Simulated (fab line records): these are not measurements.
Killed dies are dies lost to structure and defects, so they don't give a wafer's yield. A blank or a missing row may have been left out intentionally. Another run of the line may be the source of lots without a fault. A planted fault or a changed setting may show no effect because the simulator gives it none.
Struck lot and sound lot, side by side :: flow nandHarc :: 43 steps out of a route of 1302
Sound: the wafers L182.2, L182.3, L182.6. Struck: wafers L188.2, L188.3. At the end, the cause is stated.
Per side, at each step with rows, come the tool, then ch with its chambers, and then its first start. Under that, the readings that differ: sound wafers :: struck wafers :: difference of the means :: sigmas: that difference in standard deviations of wafers without a fault.
alike: readings with means less than 2 such deviations apart, plus words and numbers identical on both sides. not compared: withheld readings, readings lacking a value on some wafer, bounds such as >300 that could conceal the same value, and numbers that have no deviation in the record and whose values overlap.
Wherever a step has rows on one side only, a row that says differs or no value, or a row with sigmas, the two part there. Numbers that don't overlap but have no deviation are shown without sigmas and don't part them. A reading missing from all wafers of one side parts the sides only when that side holds two or more wafers.

first, 4 steps without rows for these wafers: NHARC_A_CONTACT_ETCH_122 (etches the open film in C4F8/O2/Ar, time 190 s, target depth 1850 nm); NHARC_A_CONTACT_ETCH_123 (etches the open film in C4F8/O2/Ar, time 490 s, target depth 2110 nm); NHARC_A_CONTACT_ETCH_90 (etches the open film in CH3F/O2, target depth 40 nm, time 85.7 s); NHARC_A_CONTACT_ETCH_96 (etches the open film in C4F6/O2, target depth 20 nm, time 10 s).
NHARC_A_CONTACT_CD_MEAS_53:
  struck on cdSem-02, day 24 12:35; sound on cdSem-03, day 22 13:18
  alike: cdNm
then, 4 steps without rows for these wafers: NHARC_A_CONTACT_STRIP_99 (strips in N2/H2); NHARC_A_CONTACT_STRIP_100 (strips in CF4/CHF3); NHARC_A_CONTACT_STRIP_101 (strips in O2/COS); NHARC_A_CONTACT_ETCH_102 (etches the open film in CF4/O2, target depth 100 nm, overetch 10 nm, time 55 s).
NHARC_A_CONTACT_STRIP_55: strips in O2.
  sound on rieDiel-04 ch 0,2; struck on rieDiel-04 ch 0,1
  alike: drypumpMotorCurrentA, oesProductAu, rfVppV, showerheadPlenumPTorr, throttleValvePct
  not compared: rfHoursCounterH
then, 2 steps without rows for these wafers: NHARC_A_CONTACT_STRIP_56 (strips in post etch residue remover, time 600 s); NHARC_A_CONTACT_DEP_57 (deposits aC, target thk 5300 nm).
NHARC_A_CONTACT_DEP_58: deposits SiON, target thk 90 nm.
  sound on pecvd-01 ch 0,1,2, day 22 19:20; struck on pecvd-01 ch 0,1, day 24 20:38
  alike: heaterPowerW
then, 10 steps without rows for these wafers: NHARC_A_CONTACT_DEHYDRATE_59 (time 120 s); NHARC_A_CONTACT_HMDS_60 (time 30 s); NHARC_A_CONTACT_COAT_61 (time 75 s); NHARC_A_CONTACT_COAT_62 (time 65 s); NHARC_A_CONTACT_COAT_63 (resist thk 90 nm); NHARC_A_CONTACT_SOFTBAKE_64 (time 55 s); NHARC_A_CONTACT_EBR_65; NHARC_A_CONTACT_EXPOSE_66 (exposes mask A CC 2); NHARC_A_CONTACT_PEB_67 (peb time 65 s); NHARC_A_CONTACT_DEVELOP_68 (develop time 35 s).
NHARC_A_CONTACT_CD_MEAS_69: target cd 300 nm.
  sound on cdSem-02 ch 0, day 22 20:01; struck on cdSem-03 ch 0, day 24 21:20
  alike: cdNm
NHARC_A_CONTACT_OVL_MEAS_70:
  struck on overlay-01, day 24 21:26; sound on overlay-02, day 22 20:07
  alike: overlayXNm, overlayYNm
NHARC_A_CONTACT_INSPECT_71:
  struck on defectInspect-01, day 24 21:28; sound on defectInspect-01, day 22 20:09
  alike: rawDefectCount
then, 3 steps without rows for these wafers: NHARC_A_CONTACT_DESCUM_74 (chemistry O2, time 3 s); NHARC_A_CONTACT_ETCH_75 (etches the open film in CF4, target depth 39 nm, time 65 s); NHARC_A_CONTACT_ETCH_76 (etches the open film in N2/H2, target depth 260 nm, time 475.3 s).
NHARC_A_CONTACT_ETCH_77: etches the open film in CF4/CHF3, target depth 108.9 nm, time 54.5 s.
  sound on rieDiel-04 ch 1,2,3; struck on rieDiel-04 ch 0,1
  alike: biasW, drypumpMotorCurrentA, oesProductAu, rfVppV, showerheadPlenumPTorr, throttleValvePct
  not compared: rfHoursCounterH
NHARC_A_CONTACT_ETCH_78: etches the open film in O2/COS, target depth 5300 nm, time 1378 s.
  sound on rieDiel-04 ch 0,1; struck on rieDiel-04 ch 1,3
  alike: biasW, cosFlowSccm, drypumpMotorCurrentA, oesProductAu, rfVppV, showerheadPlenumPTorr, throttleValvePct
  not compared: rfHoursCounterH
NHARC_A_CONTACT_ETCH_124: etches the open film in C4F8/O2/Ar, time 140 s, target depth 700 nm.
  sound on harCapEtch-02 ch 0,1, day 22 21:47; struck on harCapEtch-03 ch 1, day 24 23:07
  not compared: rfHoursCounterH
then, 5 steps without rows for these wafers: NHARC_A_CONTACT_ETCH_125 (etches the open film in C4F8/O2/Ar, time 197 s, target depth 1918 nm); NHARC_A_CONTACT_ETCH_126 (etches the open film in C4F8/O2/Ar, time 197 s, target depth 1918 nm); NHARC_A_CONTACT_ETCH_127 (etches the open film in C4F8/O2/Ar, time 197 s, target depth 1918 nm); NHARC_A_CONTACT_ETCH_128 (etches the open film in C4F8/O2/Ar, time 197 s, target depth 1918 nm); NHARC_A_CONTACT_ETCH_129 (etches the open film in C4F8/O2/Ar, time 197 s, target depth 1918 nm).
NHARC_A_CONTACT_ETCH_130: etches the open film in C4F8/O2/Ar, time 197 s, target depth 1918 nm.
  sound on harCapEtch-02 ch 0,1, day 22 22:52; struck on harCapEtch-03 ch 1, day 25 00:12
  not compared: rfHoursCounterH
then, 4 steps without rows for these wafers: NHARC_A_CONTACT_ETCH_131 (etches the open film in C4F8/O2/Ar, time 197 s, target depth 1918 nm); NHARC_A_CONTACT_ETCH_132 (etches the open film in C4F8/O2/Ar, time 197 s, target depth 1924 nm); NHARC_A_CONTACT_ETCH_133 (etches the open film in C4F8/O2/Ar, time 374 s, target depth 1610 nm); NHARC_A_CONTACT_ETCH_91 (etches the open film in CH3F/O2, target depth 40 nm, time 85.7 s).
-- break in the record here, with 3 days between the starts of the struck wafers on either side (left off in module A_CONTACT, picked up again in module END, where the first step shown is number 1302 on the route) --
NHARC_END_SORT_01:
  only the struck wafers appear in the record here, on prober-01 ch 0 at day 27 14:50; the sound ones have no rows

== WHERE THEY PART ==
NHARC_END_SORT_01 only, going by this record.

WHY: what had been put in by the simulator
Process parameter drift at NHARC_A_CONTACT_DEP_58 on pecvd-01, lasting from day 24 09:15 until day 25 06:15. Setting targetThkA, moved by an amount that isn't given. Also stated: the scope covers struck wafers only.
